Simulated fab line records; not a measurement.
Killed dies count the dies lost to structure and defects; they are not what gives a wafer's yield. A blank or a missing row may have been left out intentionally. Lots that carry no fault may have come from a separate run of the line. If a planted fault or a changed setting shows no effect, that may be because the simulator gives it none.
Matching of chambers    flow n5 finfet    4 sister chambers for N5_BEOL_M0_SAQP_ETCH_101 on rie diel-01
The step etches SiNx in CH3F/O2, target depth 29.9 nm, time 42.7 s. 8 wafers are shown with their chamber, then 7 later ones without.

WAFERS PAIRED WITH THEIR CHAMBERS
wafer   chamber  drypump motor current A (A)  showerhead plenum p Torr (Torr)
L722.2  2        5.5                          2.01
L736.4  2        5.6                          2.00
L736.5  0        5.0                          2.07
L731.3  3        4.7                          1.97
L731.5  1        5.2                          2.06
L731.6  0        5.0                          2.07
L732.1  1        5.2                          2.06
L732.3  3        4.7                          1.97

WAFERS MISSING THEIR CHAMBER
wafer   drypump motor current A (A)  showerhead plenum p Torr (Torr)
L732.6  5.2                          2.06
L735.2  4.7                          1.97
L735.3  5.2                          2.06
L735.6  5.2                          2.06
L739.1  5.1                          2.06
L739.3  4.8                          1.96
L739.6  5.6                          1.99

EACH ONE'S CHAMBER
wafer   from the rows above      in truth
L732.6  1                        1
L735.2  3                        3
L735.3  1                        1
L735.6  1                        1
L739.1  can't be placed: 1 or 0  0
L739.3  3                        3
L739.6  2                        2
Correct placement for 6 of the 7. Unplaceable from these rows: 1, with the true chamber sitting among the candidates in 1. Placed wrongly: 0.
How it was worked out, from the rows above alone: a wafer's distance from a chamber is the root of the sum, over the readings, of the square of ((its reading less the chamber's mean) divided by the reading's scatter). The wafer belongs to the nearest chamber; if the next one is less than 2 further off, it can't be placed. The mean given for a chamber averages the wafers shown for that chamber. The scatter: the root of (the sum of the squares of (reading less its chamber's mean) over the shown wafers, divided by (wafers less chambers)).
